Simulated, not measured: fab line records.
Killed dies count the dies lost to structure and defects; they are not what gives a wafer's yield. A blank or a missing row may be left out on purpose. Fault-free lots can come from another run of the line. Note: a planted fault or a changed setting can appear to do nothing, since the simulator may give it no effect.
Chamber matching ; flow nandHarc ; 4 sister chambers for NHARC_A_STAIRCASE_TRIM_220 on rieDiel-11
The step chemistry O2, time 211.2 s. 8 wafers are shown with their chamber, then 11 later ones without.

WAFERS PAIRED WITH THEIR CHAMBERS
wafer;chamber;drypumpMotorCurrentA (A);showerheadPlenumPTorr (Torr)
L083.6;0;6.6;3.55
L083.1;1;5.1;3.49
L083.3;3;5.3;3.70
L083.4;2;5.4;3.62
L092.1;0;6.7;3.54
L092.2;1;5.1;3.48
L092.5;2;5.4;3.61
L092.3;3;5.2;3.69

WAFERS MISSING THEIR CHAMBER
wafer;drypumpMotorCurrentA (A);showerheadPlenumPTorr (Torr)
L092.4;5.4;3.61
L092.6;5.1;3.48
L094.1;5.4;3.60
L094.3;5.3;3.69
L094.4;5.1;3.48
L097.1;5.2;3.69
L097.2;6.7;3.53
L097.5;5.4;3.60
L095.3;5.1;3.47
L095.4;5.4;3.60
L095.6;5.1;3.47

THE CHAMBER EACH PASSED THROUGH
wafer;from the rows above;in truth
L092.4;2;2
L092.6;1;1
L094.1;2;2
L094.3;3;3
L094.4;1;1
L097.1;3;3
L097.2;0;0
L097.5;2;2
L095.3;1;1
L095.4;2;2
L095.6;1;1
11 of 11 placed correctly. Left unplaced by these rows: 0. Number placed wrongly: 0.
How it was worked out, from the rows above alone: a wafer's distance from a chamber is the root of the sum, over the readings, of the square of ((its reading less the chamber's mean) divided by the reading's scatter). If the next closest chamber is less than 2 further off than the closest, the wafer can't be placed; otherwise it belongs to the closest. Each chamber's mean is taken over the wafers shown for it. How the scatter is found: for the shown wafers, subtract from each reading the mean of its chamber, square and add these, divide the total by (wafers less chambers), then take the root.
